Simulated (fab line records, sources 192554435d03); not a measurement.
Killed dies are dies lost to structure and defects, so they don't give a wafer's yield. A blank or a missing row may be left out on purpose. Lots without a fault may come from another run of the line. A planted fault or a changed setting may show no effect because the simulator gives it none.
Split-lot experiment | flow n5_finfet | 7 lots, 21 wafers read, on a route of 1938 steps

THE SPLIT
At N5_BEOL_M4_DESCUM_16 (chemistry O2, time 7 s), the setting time_s was moved away from the recipe's 7 s on 8 of the 21 wafers read, by -21.4% to +15.1%. The other wafers ran this setting at the recipe's value.

FROM THE SPLIT TO THE READING: what the file shows between them, 1 step
- N5_BEOL_M4_ETCH_74: etches underlayer in N2/H2, target depth 6.5 nm, time 5.2 s

THE READING
CAR-EUV_of_BEOL_M4_COAT_05.thk_nm (the simulator's own value, which no gauge read), in nm, at N5_BEOL_M4_ETCH_63 (etches SiARC in CF4, target depth 15.6 nm, time 26 s). The file gives no usual value for it. The 13 wafers here that ran the recipe average 11.2 nm, standard deviation 0.13 nm.

wafer  | tool, chamber at the split | time_s as run, s | against the recipe | CAR-EUV_of_BEOL_M4_COAT_05.thk_nm, nm | against lot-mates on the recipe
L081.1 | rie_diel-06, 2,0,3         | 7                | recipe             | 11.2                                  | -
L081.2 | rie_diel-06, 2,0,3         | 7                | recipe             | 11.4                                  | -
L081.4 | rie_diel-06, 2,0,3         | 7                | recipe             | 11.4                                  | -
L083.1 | rie_diel-02, 3             | 6.425            | -8.2%              | 11.6                                  | +0.4
L083.2 | rie_diel-02, 1,3           | 7                | recipe             | 11.2                                  | -
L083.5 | rie_diel-02, 1,3           | 7                | recipe             | 11.2                                  | -
L084.1 | rie_diel-01, 1             | 7                | recipe             | 11.2                                  | -
L084.5 | rie_diel-01, 3,0           | 7                | recipe             | 11                                    | -
L084.6 | rie_diel-01, 3,0           | 7                | recipe             | 11                                    | -
L086.2 | rie_diel-06, 2             | 7                | recipe             | 11                                    | -
L086.3 | rie_diel-06, 1,0           | 7.906            | +12.9%             | 10.6                                  | -0.4
L086.4 | rie_diel-06, 1,0           | 7.906            | +12.9%             | 10.6                                  | -0.4
L088.1 | rie_diel-02, 0             | 5.687            | -18.8%             | 11.8                                  | +0.6
L088.3 | rie_diel-02, 1             | 7                | recipe             | 11.2                                  | -
L088.6 | rie_diel-02, 1             | 7                | recipe             | 11.2                                  | -
L091.4 | rie_diel-06, 2             | 5.504            | -21.4%             | 11.8                                  | +0.8
L091.5 | rie_diel-06, 3             | 5.504            | -21.4%             | 11.8                                  | +0.8
L091.6 | rie_diel-06, 2             | 7                | recipe             | 11                                    | -
L093.1 | rie_diel-02, 3             | 7                | recipe             | 11.2                                  | -
L093.3 | rie_diel-02, 0             | 8.06             | +15.1%             | 10.4                                  | -0.8
L093.5 | rie_diel-02, 3             | 8.06             | +15.1%             | 10.6                                  | -0.6
Where a row lists several chambers, the file gives one row for several wafers and doesn't say which wafer went through which chamber.

THE FIT
A straight line over all 21 wafers: CAR-EUV_of_BEOL_M4_COAT_05.thk_nm changes by -0.0366 nm for each +1% of time_s; r = -0.95; the points scatter about the line by 0.13 nm.
The same after taking each lot's own level away (the mean of its wafers on the recipe; 21 wafers): -0.0378 nm for each +1%; r = -0.98; scatter 0.086 nm.
On that fit, the largest move of time_s shifts the reading by 0.81 nm.
The lots' own levels span 11.00 to 11.33 nm, that is 2.5 times the standard deviation above.
So the lot-to-lot level changes the slope little: the two slopes agree.
Check: with one of the wafers moved furthest among these (-21.4%) left out of the fit, the line predicts +0.803 nm for it against its lot-mates. It came out at +0.8 nm against them.

OTHER SPLITS ON THESE WAFERS
These wafers also went through other splits before the reading. Each is held against what the fit with the lots' levels taken away leaves over:
other split on the same wafers | wafers away from the commonest value | r with CAR-EUV_of_BEOL_M4_COAT_05.thk_nm (lot level and that fit taken away)
N5_BEOL_M1_COAT_73 temp_c      | 7                                    | +0.03
N5_BEOL_M1_DEP_57 time_s       | 10                                   | +0.26
N5_BEOL_M2_SPUTTER_86 time_s   | 11                                   | +0.30

THE WHOLE CHAIN: every reading that the file lists as answering this split, in the file's order
step                 | what it does                                                | reading                                                                            | change (the file's fit)                | r (the file's)
N5_BEOL_M4_DESCUM_16 | chemistry O2, time 7 s                                      | CAR-EUV_of_BEOL_M4_COAT_05.thk_nm (the simulator's own value, which no gauge read) | -0.0348 nm for each +1% of the setting | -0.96
N5_BEOL_M4_ETCH_74   | etches underlayer in N2/H2, target depth 6.5 nm, time 5.2 s | CAR-EUV_of_BEOL_M4_COAT_05.thk_nm (the simulator's own value, which no gauge read) | -0.039 nm for each +1% of the setting  | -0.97
N5_BEOL_M4_ETCH_63   | etches SiARC in CF4, target depth 15.6 nm, time 26 s        | CAR-EUV_of_BEOL_M4_COAT_05.thk_nm (the simulator's own value, which no gauge read) | -0.0373 nm for each +1% of the setting | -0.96

THE FILE'S OWN FIT
CAR-EUV_of_BEOL_M4_COAT_05.thk_nm changes by -0.0373 nm for each +1% of time_s, r = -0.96.
